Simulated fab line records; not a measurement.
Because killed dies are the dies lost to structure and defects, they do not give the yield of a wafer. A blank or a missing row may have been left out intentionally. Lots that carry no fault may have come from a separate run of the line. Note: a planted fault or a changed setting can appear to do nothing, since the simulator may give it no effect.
Code-filled problem report in 8D (eight disciplines) form + flow n5 finfet + the parts of the form that need people (team, actions taken, sign-off) are left out

1. WHAT WENT WRONG
Wafers without a fault read 20.289, standard deviation 0.021; exposure dose mJ cm2 at N5_WELL_APT_EXPOSE_05 reads a mean of 20.984 on 6 wafers belonging to 2 lots. Measured from the usual mean, that is +33 standard deviations.
The step: exposes mask NWELL, defocus 0 nm, target cd 200 nm.
The first sign was on wafer L470.1 at day 4 13:23, on krf scanner-02. The record holds 18 wafers of 6 lots with a number at this step. Rule for "out", or "out of limits": more than 4 standard deviations from the usual mean. All remaining wafers that have a number are taken as sound.

2. WHAT THIS IS AND IS NOT
| question                    | is                     | is not                                                                         |
|-----------------------------|------------------------|--------------------------------------------------------------------------------|
| which readings at this step | exposure dose mJ cm2   | -                                                                              |
| which lots                  | L470, L471             | L466, L476, L478, L479                                                         |
| which wafers of those lots  | all that have a number | -                                                                              |
| read on which tools         | krf scanner-02         | krf scanner-01                                                                 |
| when                        | from day 4 13:23       | up to then (3 sound wafers); but 9 sound wafers of L476, L478, L479 came after |

3. SUSPECTS, AND WHAT RULES EACH OUT
Counting: a tool at any process step up to the reading remains a suspect when it ran all the lots that are out and ran no sound lot after the first of those.
- rie diel-03 at N5_ZERO_LAYER_DESCUM_16 (chemistry O2, time 7.9 s): kept. It ran every lot that is out, first L470 (day 4 12:41), and no sound lot after that.
- rie diel-03 at N5_ZERO_LAYER_ETCH_17 (etches SiO2 in CF4, target depth 12 nm, time 13.3 s): kept. It ran every lot that is out, first L470 (day 4 12:43), and no sound lot after that.
- rie si-03 at N5_ZERO_LAYER_ETCH_18 (etches Si in HBr/Cl2, target depth 120 nm, time 40 s): ruled out as a lasting fault. After its first lot that is out, L470 (day 4 12:47), sound lots L479 ran on it.
- krf scanner-02 at N5_WELL_APT_EXPOSE_05 (exposes mask NWELL, defocus 0 nm, target cd 200 nm): kept. It processed each lot that is out, first L470 at day 4 13:23, and no sound lot thereafter; up to then, the last sound lot it processed was L466 at day 3 13:31. On those wafers its own readings are out: exposure dose mJ cm2.
After the count, these remain: rie diel-03 at N5_ZERO_LAYER_DESCUM_16, rie diel-03 at N5_ZERO_LAYER_ETCH_17 and krf scanner-02 at N5_WELL_APT_EXPOSE_05.

4. THE CAUSE (what the simulator had put in)
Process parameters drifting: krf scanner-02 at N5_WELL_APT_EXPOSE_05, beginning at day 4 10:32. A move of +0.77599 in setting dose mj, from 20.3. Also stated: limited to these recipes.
Counting leaves 3 suspects; this tool is one of them.

5. THE EFFECT CHAIN, in route order
Each row: a reading where the mean over the struck wafers with a number is more than 3 standard deviations away from the usual. Readings are gone through only where the record gives a usual standard deviation; hours: the median, over the lots, of the time from a lot's start at the first step in this table giving one to that lot's start at this step; sigmas: the change measured in usual standard deviations.
| hours | step                  | reading              | usual  | on struck wafers | change | sigmas |
|-------|-----------------------|----------------------|--------|------------------|--------|--------|
| 0     | N5_WELL_APT_EXPOSE_05 | exposure dose mJ cm2 | 20.289 | 20.984           | +0.695 | +33    |
Here are the process steps it includes:
- N5_WELL_APT_EXPOSE_05: exposes mask NWELL, defocus 0 nm, target cd 200 nm.
Later steps that measure or inspect, where all struck wafers having a row at the step show a number for every such reading and not one has moved that far: N5_WELL_APT_CD_MEAS_08, N5_WELL_APT_OVL_MEAS_09, N5_WELL_APT_INSPECT_10.

6. HOW IT WOULD HAVE BEEN CAUGHT EARLIER
In this record no reading fell out of limits until day 4 13:23, 3 hours after the fault had begun at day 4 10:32.
